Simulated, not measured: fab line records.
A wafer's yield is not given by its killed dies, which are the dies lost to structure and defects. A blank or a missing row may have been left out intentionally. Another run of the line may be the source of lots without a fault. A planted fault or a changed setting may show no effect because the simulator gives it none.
Matching of chambers	flow nand-harc	NHARC_A_M1_PRE_CLEAN_32 on pecvd-04 has 3 sister chambers
The step time 12 s. 6 wafers are shown with their chamber, then 10 later ones without.

== WAFERS PAIRED WITH THEIR CHAMBERS ==
wafer	chamber	heater-power-outer-w (W)	heater-power-w (W)
L083.3	0	415	716
L083.6	1	459	781
L087.2	1	367	626
L087.5	2	331	609
L092.1	0	391	667
L092.3	2	273	541

== WAFERS WITHOUT THEIR CHAMBER ==
wafer	heater-power-outer-w (W)	heater-power-w (W)
L092.4	408	725
L091.1	427	707
L091.3	303	570
L091.6	426	703
L093.1	424	722
L093.5	360	644
L093.6	423	742
L095.1	365	658
L095.3	336	605
L095.4	355	643

== EACH ONE'S CHAMBER ==
wafer	from the rows above	in truth
L092.4	can't be placed: 1 or 0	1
L091.1	can't be placed: 1 or 0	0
L091.3	2	2
L091.6	can't be placed: 1 or 0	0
L093.1	can't be placed: 1 or 0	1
L093.5	can't be placed: 0 or 1 or 2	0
L093.6	can't be placed: 1 or 0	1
L095.1	can't be placed: 0 or 1 or 2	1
L095.3	can't be placed: 2 or 0 or 1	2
L095.4	can't be placed: 0 or 2 or 1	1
1 of 10 placed correctly. From these rows, 9 cannot be placed; in 9 the true chamber is one of the candidates. 0 placed wrongly.
How it was worked out, from the rows above alone: a wafer's distance from a chamber is the root of the sum, over the readings, of the square of ((its reading less the chamber's mean) divided by the reading's scatter). The wafer belongs to the nearest chamber; if the next one is less than 2 further off, it can't be placed. For every chamber, the mean is computed from those of its wafers that are shown. The scatter is the square root of a quotient: the sum, over the shown wafers, of each reading's squared deviation from its chamber's mean, divided by wafers minus chambers.
